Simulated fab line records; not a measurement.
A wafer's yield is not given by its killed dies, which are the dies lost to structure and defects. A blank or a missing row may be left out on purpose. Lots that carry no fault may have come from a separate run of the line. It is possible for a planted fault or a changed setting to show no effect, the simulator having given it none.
One fault through the eyes of 2 desks / flow nand-harc / each desk has only its own numbers; what lay behind them comes last

== FROM THE METROLOGY DESK ==
Means of the sampled wafers that have a number, per lot and without regard to the tool the lot ran on: this is what the gauges read. Marked OUT: a lot whose mean sits more than 4 standard deviations from the usual mean, which makes it out of limits; the brackets give that distance.
Columns: A = cd-nm at NHARC_A_M1_CD_MEAS_16, usual 120.1 nm
lot=L523; first seen here=day 23 19:17; A=119.4
lot=L520; first seen here=day 23 21:53; A=119.6
lot=L527; first seen here=day 25 12:53; A=119.6
lot=L529; first seen here=day 27 10:04; A=121.0
lot=L530; first seen here=day 27 10:47; A=120.3
lot=L531; first seen here=day 27 16:40; A=119.1
lot=L533; first seen here=day 28 02:45; A=118.9
lot=L536; first seen here=day 30 11:01; A=119.2
lot=L538; first seen here=day 30 18:31; A=121.7
lot=L537; first seen here=day 30 20:13; A=120.0
lot=L540; first seen here=day 31 03:17; A=120.3
lot=L541; first seen here=day 32 03:42; A=119.4
lot=L543; first seen here=day 32 15:34; A=120.6
lot=L542; first seen here=day 33 03:31; A=120.5
This desk found nothing out of limits on any of the 14 lots.

== THE TOOL OWNER'S DESK: pecvd-02 ==
The tool's own readings at NHARC_A_M1_DEP_33 (deposits SiCN, target thk 30 nm): means of the sampled wafers that have a number, for each lot that ran on this tool. Marked OUT: a lot whose mean sits more than 4 standard deviations from the usual mean, which makes it out of limits; the brackets give that distance.
Columns: A = chamber-pressure-Torr at NHARC_A_M1_DEP_33, usual 2.999 Torr; B = heater-power-w at NHARC_A_M1_DEP_33, usual 539 W; C = rf-fwd-power-W at NHARC_A_M1_DEP_33, usual 448.8 W
lot=L520; first seen here=day 24 00:24; A=3.003; B=578; C=447.8
lot=L529; first seen here=day 27 12:29; A=2.998; B=549; C=520.9 (+48) OUT
lot=L531; first seen here=day 27 19:08; A=3.005; B=527; C=520.3 (+48) OUT
lot=L540; first seen here=day 31 05:44; A=3.000; B=581; C=448.7
lot=L541; first seen here=day 32 06:13; A=3.007; B=450; C=448.4
lot=L543; first seen here=day 32 18:04; A=2.998; B=567; C=448.7
Finding of this desk: L529, L531 out of limits; the first was L529 at day 27 12:29, on rf-fwd-power-W at NHARC_A_M1_DEP_33. L520, L540, L541, L543 stayed within limits.

== PUT TOGETHER ==
The tool owner's desk could have raised an alarm at day 27 12:29, on L529, L531.
From the metrology desk's view, nothing was out of limits.
The metrology desk holds a record of L529, L531, inside its limits.
On pecvd-02, each named lot ran NHARC_A_M1_DEP_33.

== WHAT WAS PUT IN BY THE SIMULATOR ==
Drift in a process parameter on pecvd-02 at NHARC_A_M1_DEP_33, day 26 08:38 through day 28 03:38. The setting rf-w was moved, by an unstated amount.
Shown lots that were struck: L529, L531.
Each desk's first reading out of limits, in hours after the fault started: the tool owner's desk, 28.
